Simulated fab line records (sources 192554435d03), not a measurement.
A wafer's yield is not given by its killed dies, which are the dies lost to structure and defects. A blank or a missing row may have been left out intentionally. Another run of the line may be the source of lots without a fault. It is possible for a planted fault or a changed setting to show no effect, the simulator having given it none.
Chamber matching / flow n5-finfet / N5_BEOL_M9_DESCUM_16 on rie-diel-02: 4 sister chambers
The step chemistry O2, time 7.9 s. 14 wafers are shown with their chamber, then 7 later ones without.

## WAFERS PAIRED WITH THEIR CHAMBERS
wafer=L078.2; chamber=2; showerhead-plenum-p-Torr (Torr)=2.15; throttle-valve-pct (%)=20.60; oes-product-au (a.u.)=0.70
wafer=L078.3; chamber=3; showerhead-plenum-p-Torr (Torr)=2.10; throttle-valve-pct (%)=20.44; oes-product-au (a.u.)=0.82
wafer=L078.6; chamber=3; showerhead-plenum-p-Torr (Torr)=2.10; throttle-valve-pct (%)=20.43; oes-product-au (a.u.)=0.82
wafer=L082.1; chamber=3; showerhead-plenum-p-Torr (Torr)=2.10; throttle-valve-pct (%)=20.43; oes-product-au (a.u.)=0.80
wafer=L082.2; chamber=1; showerhead-plenum-p-Torr (Torr)=2.03; throttle-valve-pct (%)=20.56; oes-product-au (a.u.)=0.97
wafer=L082.3; chamber=0; showerhead-plenum-p-Torr (Torr)=2.03; throttle-valve-pct (%)=20.35; oes-product-au (a.u.)=0.84
wafer=L082.4; chamber=2; showerhead-plenum-p-Torr (Torr)=2.15; throttle-valve-pct (%)=20.63; oes-product-au (a.u.)=0.70
wafer=L082.5; chamber=3; showerhead-plenum-p-Torr (Torr)=2.10; throttle-valve-pct (%)=20.43; oes-product-au (a.u.)=0.82
wafer=L082.6; chamber=2; showerhead-plenum-p-Torr (Torr)=2.15; throttle-valve-pct (%)=20.63; oes-product-au (a.u.)=0.71
wafer=L086.1; chamber=3; showerhead-plenum-p-Torr (Torr)=2.09; throttle-valve-pct (%)=20.47; oes-product-au (a.u.)=0.79
wafer=L086.2; chamber=0; showerhead-plenum-p-Torr (Torr)=2.02; throttle-valve-pct (%)=20.38; oes-product-au (a.u.)=0.82
wafer=L086.4; chamber=1; showerhead-plenum-p-Torr (Torr)=2.03; throttle-valve-pct (%)=20.56; oes-product-au (a.u.)=0.94
wafer=L089.1; chamber=1; showerhead-plenum-p-Torr (Torr)=2.03; throttle-valve-pct (%)=20.56; oes-product-au (a.u.)=0.91
wafer=L089.3; chamber=2; showerhead-plenum-p-Torr (Torr)=2.14; throttle-valve-pct (%)=20.65; oes-product-au (a.u.)=0.68

SIGNATURES, as means of the wafers listed above
reading=showerhead-plenum-p-Torr; chamber 0=2.0250; chamber 1=2.0300; chamber 2=2.1475; chamber 3=2.0980; scatter within a chamber=0.00453
reading=throttle-valve-pct; chamber 0=20.3650; chamber 1=20.5600; chamber 2=20.6275; chamber 3=20.4400; scatter within a chamber=0.0171
reading=oes-product-au; chamber 0=0.8300; chamber 1=0.9400; chamber 2=0.6975; chamber 3=0.8100; scatter within a chamber=0.0181
Rule: for a wafer and a chamber, the distance is found by dividing, reading by reading, the gap between the wafer's reading and the chamber's mean by the reading's scatter, squaring, summing and taking the root. The wafer belongs to the nearest chamber; if the next one is less than 2 further off, it can't be placed. The scatter: take each reading less its chamber's mean, square it, sum over the shown wafers, divide by the number of wafers less the number of chambers, and take the root.

## WAFERS WITHOUT THEIR CHAMBER
wafer=L089.6; showerhead-plenum-p-Torr (Torr)=2.03; throttle-valve-pct (%)=20.57; oes-product-au (a.u.)=0.92
wafer=L093.3; showerhead-plenum-p-Torr (Torr)=2.14; throttle-valve-pct (%)=20.67; oes-product-au (a.u.)=0.68
wafer=L093.4; showerhead-plenum-p-Torr (Torr)=2.09; throttle-valve-pct (%)=20.48; oes-product-au (a.u.)=0.78
wafer=L093.5; showerhead-plenum-p-Torr (Torr)=2.14; throttle-valve-pct (%)=20.66; oes-product-au (a.u.)=0.68
wafer=L096.1; showerhead-plenum-p-Torr (Torr)=2.09; throttle-valve-pct (%)=20.49; oes-product-au (a.u.)=0.78
wafer=L096.4; showerhead-plenum-p-Torr (Torr)=2.02; throttle-valve-pct (%)=20.42; oes-product-au (a.u.)=0.80
wafer=L096.5; showerhead-plenum-p-Torr (Torr)=2.14; throttle-valve-pct (%)=20.67; oes-product-au (a.u.)=0.67

## CHAMBER TAKEN BY EACH
wafer=L089.6; from the rows above=1; in truth=1
wafer=L093.3; from the rows above=2; in truth=2
wafer=L093.4; from the rows above=3; in truth=3
wafer=L093.5; from the rows above=2; in truth=2
wafer=L096.1; from the rows above=3; in truth=3
wafer=L096.4; from the rows above=0; in truth=0
wafer=L096.5; from the rows above=2; in truth=2
Correctly placed: 7 of 7. From these rows, 0 cannot be placed. Number placed wrongly: 0.
